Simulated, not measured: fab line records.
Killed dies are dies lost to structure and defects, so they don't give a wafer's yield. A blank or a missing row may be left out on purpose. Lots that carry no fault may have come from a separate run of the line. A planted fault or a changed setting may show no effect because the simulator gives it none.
Matching of chambers :: flow nand_harc :: rie_diel-08 running NHARC_A_STAIRCASE_TRIM_220: 4 sister chambers
The step chemistry O2, time 211.2 s. 20 wafers are shown with their chamber, then 10 later ones without.

WAFERS PAIRED WITH THEIR CHAMBERS
wafer: L074.3
chamber: 2
showerhead_plenum_p_Torr (Torr): 3.59
drypump_motor_current_A (A): 6.3
oes_product_au (a.u.): 1.009

wafer: L074.4
chamber: 0
showerhead_plenum_p_Torr (Torr): 3.54
drypump_motor_current_A (A): 6.2
oes_product_au (a.u.): 1.014

wafer: L074.6
chamber: 3
showerhead_plenum_p_Torr (Torr): 3.38
drypump_motor_current_A (A): 6.5
oes_product_au (a.u.): 1.030

wafer: L075.3
chamber: 1
showerhead_plenum_p_Torr (Torr): 3.43
drypump_motor_current_A (A): 6.0
oes_product_au (a.u.): 1.020

wafer: L075.5
chamber: 0
showerhead_plenum_p_Torr (Torr): 3.54
drypump_motor_current_A (A): 6.2
oes_product_au (a.u.): 1.020

wafer: L075.6
chamber: 3
showerhead_plenum_p_Torr (Torr): 3.38
drypump_motor_current_A (A): 6.5
oes_product_au (a.u.): 1.030

wafer: L076.1
chamber: 2
showerhead_plenum_p_Torr (Torr): 3.59
drypump_motor_current_A (A): 6.3
oes_product_au (a.u.): 0.992

wafer: L076.2
chamber: 3
showerhead_plenum_p_Torr (Torr): 3.38
drypump_motor_current_A (A): 6.5
oes_product_au (a.u.): 1.020

wafer: L076.5
chamber: 2
showerhead_plenum_p_Torr (Torr): 3.59
drypump_motor_current_A (A): 6.3
oes_product_au (a.u.): 0.996

wafer: L078.2
chamber: 1
showerhead_plenum_p_Torr (Torr): 3.43
drypump_motor_current_A (A): 6.0
oes_product_au (a.u.): 1.012

wafer: L078.4
chamber: 3
showerhead_plenum_p_Torr (Torr): 3.38
drypump_motor_current_A (A): 6.5
oes_product_au (a.u.): 1.023

wafer: L078.5
chamber: 2
showerhead_plenum_p_Torr (Torr): 3.59
drypump_motor_current_A (A): 6.3
oes_product_au (a.u.): 0.992

wafer: L080.1
chamber: 0
showerhead_plenum_p_Torr (Torr): 3.53
drypump_motor_current_A (A): 6.2
oes_product_au (a.u.): 1.031

wafer: L080.2
chamber: 1
showerhead_plenum_p_Torr (Torr): 3.43
drypump_motor_current_A (A): 6.1
oes_product_au (a.u.): 1.014

wafer: L080.3
chamber: 2
showerhead_plenum_p_Torr (Torr): 3.59
drypump_motor_current_A (A): 6.2
oes_product_au (a.u.): 1.013

wafer: L084.1
chamber: 2
showerhead_plenum_p_Torr (Torr): 3.58
drypump_motor_current_A (A): 6.3
oes_product_au (a.u.): 1.013

wafer: L084.4
chamber: 3
showerhead_plenum_p_Torr (Torr): 3.37
drypump_motor_current_A (A): 6.5
oes_product_au (a.u.): 1.028

wafer: L084.5
chamber: 3
showerhead_plenum_p_Torr (Torr): 3.37
drypump_motor_current_A (A): 6.5
oes_product_au (a.u.): 1.032

wafer: L085.1
chamber: 0
showerhead_plenum_p_Torr (Torr): 3.53
drypump_motor_current_A (A): 6.2
oes_product_au (a.u.): 1.007

wafer: L085.2
chamber: 1
showerhead_plenum_p_Torr (Torr): 3.42
drypump_motor_current_A (A): 6.0
oes_product_au (a.u.): 0.997

SIGNATURES (averages over the wafers above)
reading: showerhead_plenum_p_Torr
chamber 0: 3.5350
chamber 1: 3.4275
chamber 2: 3.5883
chamber 3: 3.3767
scatter within a chamber: 0.00495

reading: drypump_motor_current_A
chamber 0: 6.200
chamber 1: 6.025
chamber 2: 6.283
chamber 3: 6.500
scatter within a chamber: 0.0315

reading: oes_product_au
chamber 0: 1.01800
chamber 1: 1.01075
chamber 2: 1.00250
chamber 3: 1.02717
scatter within a chamber: 0.00877
Rule: a wafer's distance from a chamber is the root of the sum, over the readings, of the square of ((its reading less the chamber's mean) divided by the reading's scatter). If the next closest chamber is less than 2 further off than the closest, the wafer can't be placed; otherwise it belongs to the closest. The scatter: the root of (the sum of the squares of (reading less its chamber's mean) over the shown wafers, divided by (wafers less chambers)).

WAFERS MISSING THEIR CHAMBER
wafer: L085.4
showerhead_plenum_p_Torr (Torr): 3.58
drypump_motor_current_A (A): 6.2
oes_product_au (a.u.): 1.022

wafer: L087.3
showerhead_plenum_p_Torr (Torr): 3.58
drypump_motor_current_A (A): 6.2
oes_product_au (a.u.): 1.023

wafer: L087.5
showerhead_plenum_p_Torr (Torr): 3.52
drypump_motor_current_A (A): 6.2
oes_product_au (a.u.): 1.024

wafer: L087.6
showerhead_plenum_p_Torr (Torr): 3.36
drypump_motor_current_A (A): 6.5
oes_product_au (a.u.): 1.041

wafer: L094.1
showerhead_plenum_p_Torr (Torr): 3.41
drypump_motor_current_A (A): 6.0
oes_product_au (a.u.): 1.001

wafer: L094.2
showerhead_plenum_p_Torr (Torr): 3.57
drypump_motor_current_A (A): 6.2
oes_product_au (a.u.): 1.017

wafer: L094.3
showerhead_plenum_p_Torr (Torr): 3.52
drypump_motor_current_A (A): 6.2
oes_product_au (a.u.): 1.031

wafer: L093.3
showerhead_plenum_p_Torr (Torr): 3.41
drypump_motor_current_A (A): 6.0
oes_product_au (a.u.): 0.999

wafer: L093.4
showerhead_plenum_p_Torr (Torr): 3.36
drypump_motor_current_A (A): 6.5
oes_product_au (a.u.): 1.022

wafer: L093.5
showerhead_plenum_p_Torr (Torr): 3.36
drypump_motor_current_A (A): 6.5
oes_product_au (a.u.): 1.021

WHICH CHAMBER EACH WENT THROUGH
wafer: L085.4
from the rows above: 2
in truth: 2

wafer: L087.3
from the rows above: 2
in truth: 2

wafer: L087.5
from the rows above: 0
in truth: 0

wafer: L087.6
from the rows above: 3
in truth: 3

wafer: L094.1
from the rows above: 1
in truth: 1

wafer: L094.2
from the rows above: 2
in truth: 2

wafer: L094.3
from the rows above: 0
in truth: 0

wafer: L093.3
from the rows above: 1
in truth: 1

wafer: L093.4
from the rows above: 3
in truth: 3

wafer: L093.5
from the rows above: 3
in truth: 3
Placed correctly: 10 of 10. Not placeable from these rows: 0. Wrongly placed: 0.
